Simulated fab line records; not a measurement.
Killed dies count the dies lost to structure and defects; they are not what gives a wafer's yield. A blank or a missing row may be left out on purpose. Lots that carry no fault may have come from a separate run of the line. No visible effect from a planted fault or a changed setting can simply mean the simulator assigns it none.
Chamber matching :: flow n5Finfet :: rieDiel-04 running N5_MIM_BOT_ETCH_ETCH_04: 4 sister chambers
The step etches SiNx in CF4/O2, target depth 26 nm, time 13 s. 4 wafers are shown with their chamber, then 11 later ones without.

WAFERS, EACH WITH ITS CHAMBER
wafer: L081.6
chamber: 3
showerheadPlenumPTorr (Torr): 2.10

wafer: L088.3
chamber: 1
showerheadPlenumPTorr (Torr): 2.11

wafer: L088.5
chamber: 2
showerheadPlenumPTorr (Torr): 2.16

wafer: L089.1
chamber: 0
showerheadPlenumPTorr (Torr): 2.36

WAFERS WITHOUT THEIR CHAMBER
wafer: L089.4
showerheadPlenumPTorr (Torr): 2.36

wafer: L089.6
showerheadPlenumPTorr (Torr): 2.11

wafer: L094.1
showerheadPlenumPTorr (Torr): 2.36

wafer: L094.2
showerheadPlenumPTorr (Torr): 2.09

wafer: L094.4
showerheadPlenumPTorr (Torr): 2.10

wafer: L093.3
showerheadPlenumPTorr (Torr): 2.09

wafer: L093.4
showerheadPlenumPTorr (Torr): 2.15

wafer: L093.6
showerheadPlenumPTorr (Torr): 2.09

wafer: L097.1
showerheadPlenumPTorr (Torr): 2.14

wafer: L097.4
showerheadPlenumPTorr (Torr): 2.10

wafer: L097.5
showerheadPlenumPTorr (Torr): 2.35

THE CHAMBER EACH PASSED THROUGH
wafer: L089.4
from the rows above: 0
in truth: 0

wafer: L089.6
from the rows above: can't be placed: 1 or 3
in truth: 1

wafer: L094.1
from the rows above: 0
in truth: 0

wafer: L094.2
from the rows above: can't be placed: 3 or 1
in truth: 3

wafer: L094.4
from the rows above: can't be placed: 3 or 1
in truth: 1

wafer: L093.3
from the rows above: can't be placed: 3 or 1
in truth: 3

wafer: L093.4
from the rows above: 2
in truth: 2

wafer: L093.6
from the rows above: can't be placed: 3 or 1
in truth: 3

wafer: L097.1
from the rows above: can't be placed: 2 or 1
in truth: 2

wafer: L097.4
from the rows above: can't be placed: 3 or 1
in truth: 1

wafer: L097.5
from the rows above: 0
in truth: 0
4 of 11 placed correctly. Can't be placed from these rows: 7 (the true chamber is among the candidates in 7). 0 placed wrongly.
How it was worked out, from the rows above alone: a wafer's distance from a chamber is the root of the sum, over the readings, of the square of ((its reading less the chamber's mean) divided by the reading's scatter). If the next closest chamber is less than 2 further off than the closest, the wafer can't be placed; otherwise it belongs to the closest. Each chamber's mean is taken over the wafers shown for it. The scatter: with one shown wafer a chamber, the root of the mean of the squares of how far each hidden wafer lies from its nearest shown one.
